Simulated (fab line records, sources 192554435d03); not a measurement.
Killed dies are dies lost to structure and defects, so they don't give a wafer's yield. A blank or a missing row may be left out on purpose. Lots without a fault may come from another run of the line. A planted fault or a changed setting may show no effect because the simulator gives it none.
Chamber matching | flow n5_finfet | N5_BEOL_M2_CO_CAP_55 on cvd_co-01: 3 sister chambers
The step material Co, precursor CCTBA/H2, target thk 2 nm, time 102.1 s. 42 wafers are shown with their chamber, then 12 later ones without.

WAFERS WITH THEIR CHAMBER
wafer  | chamber | heater_power_w (W)
L074.2 | 0       | 247
L074.3 | 1       | 231
L074.6 | 0       | 245
L075.1 | 1       | 234
L075.2 | 0       | 254
L075.3 | 2       | 210
L077.1 | 1       | 240
L077.2 | 0       | 243
L077.3 | 2       | 213
L077.4 | 1       | 238
L077.5 | 0       | 243
L077.6 | 2       | 212
L078.1 | 0       | 251
L078.2 | 1       | 235
L078.5 | 0       | 242
L080.1 | 2       | 214
L080.3 | 0       | 256
L080.5 | 1       | 236
L079.2 | 0       | 248
L079.4 | 1       | 236
L079.5 | 0       | 248
L081.2 | 2       | 215
L081.3 | 1       | 238
L081.6 | 0       | 246
L083.3 | 1       | 237
L083.5 | 2       | 213
L083.6 | 0       | 254
L084.2 | 0       | 244
L084.5 | 1       | 238
L084.6 | 2       | 212
L086.1 | 2       | 212
L086.3 | 0       | 254
L086.5 | 0       | 256
L087.2 | 2       | 207
L087.4 | 2       | 206
L087.5 | 1       | 237
L089.1 | 0       | 250
L089.5 | 2       | 215
L089.6 | 1       | 241
L090.3 | 1       | 231
L090.5 | 0       | 248
L090.6 | 1       | 237

SIGNATURES (means of the wafers above)
reading        | chamber 0 | chamber 1 | chamber 2 | scatter within a chamber
heater_power_w | 248.76    | 236.36    | 211.73    | 3.76
Rule: a wafer's distance from a chamber is the root of the sum, over the readings, of the square of ((its reading less the chamber's mean) divided by the reading's scatter). The wafer belongs to the nearest chamber; if the next one is less than 2 further off, it can't be placed. The scatter: the root of (the sum of the squares of (reading less its chamber's mean) over the shown wafers, divided by (wafers less chambers)).

WAFERS WITHOUT THEIR CHAMBER
wafer  | heater_power_w (W)
L091.1 | 209
L091.4 | 237
L091.5 | 254
L093.2 | 237
L093.3 | 252
L093.4 | 213
L095.2 | 207
L095.4 | 245
L095.6 | 236
L096.1 | 240
L096.5 | 239
L096.6 | 210

WHICH CHAMBER EACH WENT THROUGH
wafer  | from the rows above     | in truth
L091.1 | 2                       | 2
L091.4 | 1                       | 1
L091.5 | 0                       | 0
L093.2 | 1                       | 1
L093.3 | 0                       | 0
L093.4 | 2                       | 2
L095.2 | 2                       | 2
L095.4 | can't be placed: 0 or 1 | 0
L095.6 | 1                       | 1
L096.1 | can't be placed: 1 or 0 | 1
L096.5 | can't be placed: 1 or 0 | 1
L096.6 | 2                       | 2
Placed correctly: 9 of 12. Can't be placed from these rows: 3 (the true chamber is among the candidates in 3). Placed wrongly: 0.
